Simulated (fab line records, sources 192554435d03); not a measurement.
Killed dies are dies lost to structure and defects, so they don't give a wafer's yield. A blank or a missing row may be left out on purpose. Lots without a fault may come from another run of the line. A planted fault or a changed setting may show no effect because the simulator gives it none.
Which tool did it? | flow n5_finfet | 10 lots, 30 wafers sampled, at 4 steps of a route of 1938

WHAT THE GAUGES READ, wafer by wafer
N5_BEOL_M4_RC_MEAS_101.
lot  | measured     | on        | DIBL_N (mV/V)
L248 | day 8 15:29  | prober-01 | 35.6 39.3 37.9
L249 | day 8 15:54  | prober-02 | 34.8 35.0 33.1
L256 | day 10 10:04 | prober-01 | 35.4 33.4 37.0
L258 | day 10 15:20 | prober-01 | 36.0 36.2 37.3
L260 | day 11 18:20 | prober-02 | 33.6 35.7 34.1
L265 | day 12 05:58 | prober-01 | 33.1 32.3 33.5
L264 | day 12 14:50 | prober-01 | 37.6 35.6 38.4
L266 | day 12 19:44 | prober-01 | 33.2 36.7 34.9
L269 | day 13 15:49 | prober-01 | 40.6 38.2 36.6
L270 | day 14 15:19 | prober-01 | 35.5 32.7 35.4

WHICH TOOL RAN EACH LOT (tool, then ch and the chambers of the sampled wafers, then the start)
lot  | N5_BEOL_M2_SPUTTER_90        | N5_BEOL_M2_SPUTTER_92        | N5_BEOL_M2_CMP_52
L248 | pvd_sputter-02, day 7 16:55  | pvd_sputter-02, day 7 17:08  | cmp-02 ch 0,1, day 7 18:04
L249 | pvd_sputter-01, day 7 17:07  | pvd_sputter-01, day 7 17:20  | cmp-03 ch 0,1, day 7 18:18
L256 | pvd_sputter-02, day 9 07:17  | pvd_sputter-02, day 9 07:30  | cmp-03 ch 0,2,3, day 9 08:29
L258 | pvd_sputter-01, day 9 10:28  | pvd_sputter-01, day 9 10:41  | cmp-02 ch 0,2,3, day 9 11:38
L260 | pvd_sputter-01, day 10 10:57 | pvd_sputter-01, day 10 11:10 | cmp-03 ch 0,1,3, day 10 12:10
L265 | pvd_sputter-01, day 11 04:50 | pvd_sputter-01, day 11 05:04 | cmp-01 ch 2,3, day 11 06:02
L264 | pvd_sputter-03, day 11 08:59 | pvd_sputter-03, day 11 09:13 | cmp-01 ch 0,1,2, day 11 10:13
L266 | pvd_sputter-03, day 11 10:50 | pvd_sputter-03, day 11 11:03 | cmp-02 ch 1,2, day 11 11:59
L269 | pvd_sputter-03, day 12 09:05 | pvd_sputter-03, day 12 09:19 | cmp-02 ch 0,3, day 12 10:25
L270 | pvd_sputter-03, day 13 03:26 | pvd_sputter-03, day 13 03:39 | cmp-02 ch 0,2,3, day 13 04:35
- N5_BEOL_M2_SPUTTER_90: material Cu, target thk 4.5 nm, time 8.29 s.
- N5_BEOL_M2_SPUTTER_92: material Cu, target thk 4.5 nm, time 8.29 s.
- N5_BEOL_M2_CMP_52: polishes, stops on SiOC, t overpolish 6.8 s, target thk 40 nm.

THE ANSWER, worked out from the rows above alone
Rule: what is usual is taken from the lots themselves. Put in order of their means at a reading, lots are off if they are a third of the lots or fewer, leave a main group of 4 or more, and stand apart from it by a gap of 3 or more times the standard deviation of the main group's means; of several such gaps the widest counts. A main group whose means are all the same, to the digits that the tables above print for the reading, isn't used. A lot without any number at a reading at which 4 lots or more have one is off too. The other lots that the step has rows for count as sound.
No lot is off at any reading shown: from this, nothing can be told.

WHAT THE SIMULATOR HAD PUT IN
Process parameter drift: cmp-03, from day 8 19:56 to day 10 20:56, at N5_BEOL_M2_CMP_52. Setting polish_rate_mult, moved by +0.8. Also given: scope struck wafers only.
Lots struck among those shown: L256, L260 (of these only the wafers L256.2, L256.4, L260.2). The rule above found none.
